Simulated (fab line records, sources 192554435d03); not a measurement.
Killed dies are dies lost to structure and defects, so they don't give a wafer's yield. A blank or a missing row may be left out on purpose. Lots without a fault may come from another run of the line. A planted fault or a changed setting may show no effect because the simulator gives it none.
Chamber matching | flow n5_finfet | N5_BEOL_M15_STRIP_36 on rie_diel-02: 4 sister chambers
The step strips in O2. 22 wafers are shown with their chamber, then 11 later ones without.

WAFERS WITH THEIR CHAMBER
wafer  | chamber | throttle_valve_pct (%) | showerhead_plenum_p_Torr (Torr) | drypump_motor_current_A (A)
L075.3 | 0       | 17.0                   | 2.05                            | 6.0
L075.4 | 3       | 17.1                   | 1.99                            | 5.1
L075.6 | 3       | 17.1                   | 1.99                            | 5.0
L077.1 | 2       | 16.1                   | 2.04                            | 5.7
L077.3 | 3       | 17.1                   | 1.99                            | 5.1
L077.5 | 0       | 17.0                   | 2.05                            | 6.0
L079.3 | 0       | 17.0                   | 2.05                            | 6.0
L079.4 | 3       | 17.1                   | 1.99                            | 5.0
L079.6 | 3       | 17.1                   | 1.99                            | 5.1
L078.2 | 2       | 16.0                   | 2.03                            | 5.8
L078.4 | 0       | 17.0                   | 2.05                            | 5.9
L078.5 | 1       | 16.5                   | 2.03                            | 5.9
L082.2 | 2       | 16.1                   | 2.03                            | 5.7
L082.4 | 0       | 17.0                   | 2.05                            | 5.9
L082.6 | 1       | 16.5                   | 2.03                            | 5.9
L085.3 | 0       | 17.0                   | 2.05                            | 6.0
L085.5 | 2       | 16.1                   | 2.03                            | 5.8
L085.6 | 1       | 16.5                   | 2.03                            | 5.9
L088.2 | 2       | 16.1                   | 2.03                            | 5.8
L088.3 | 0       | 17.0                   | 2.05                            | 6.0
L088.5 | 2       | 16.1                   | 2.03                            | 5.8
L089.2 | 1       | 16.5                   | 2.02                            | 5.9

SIGNATURES (means of the wafers above)
reading                  | chamber 0 | chamber 1 | chamber 2 | chamber 3 | scatter within a chamber
throttle_valve_pct       | 17.000    | 16.500    | 16.083    | 17.100    | 0.0215
showerhead_plenum_p_Torr | 2.0500    | 2.0275    | 2.0317    | 1.9900    | 0.00297
drypump_motor_current_A  | 5.971     | 5.900     | 5.767     | 5.060     | 0.0469
Rule: a wafer's distance from a chamber is the root of the sum, over the readings, of the square of ((its reading less the chamber's mean) divided by the reading's scatter). The wafer belongs to the nearest chamber; if the next one is less than 2 further off, it can't be placed. The scatter: the root of (the sum of the squares of (reading less its chamber's mean) over the shown wafers, divided by (wafers less chambers)).

WAFERS WITHOUT THEIR CHAMBER
wafer  | throttle_valve_pct (%) | showerhead_plenum_p_Torr (Torr) | drypump_motor_current_A (A)
L089.4 | 17.1                   | 1.99                            | 5.0
L089.6 | 16.1                   | 2.03                            | 5.8
L093.3 | 16.5                   | 2.02                            | 5.9
L093.4 | 17.1                   | 1.98                            | 5.0
L093.5 | 17.1                   | 2.04                            | 6.0
L095.1 | 17.1                   | 2.04                            | 6.0
L095.5 | 16.5                   | 2.02                            | 5.9
L095.6 | 16.1                   | 2.02                            | 5.8
L096.1 | 16.5                   | 2.02                            | 5.9
L096.2 | 16.1                   | 2.02                            | 5.8
L096.3 | 17.1                   | 1.98                            | 5.1

WHICH CHAMBER EACH WENT THROUGH
wafer  | from the rows above | in truth
L089.4 | 3                   | 3
L089.6 | 2                   | 2
L093.3 | 1                   | 1
L093.4 | 3                   | 3
L093.5 | 0                   | 0
L095.1 | 0                   | 0
L095.5 | 1                   | 1
L095.6 | 2                   | 2
L096.1 | 1                   | 1
L096.2 | 2                   | 2
L096.3 | 3                   | 3
Placed correctly: 11 of 11. Can't be placed from these rows: 0. Placed wrongly: 0.
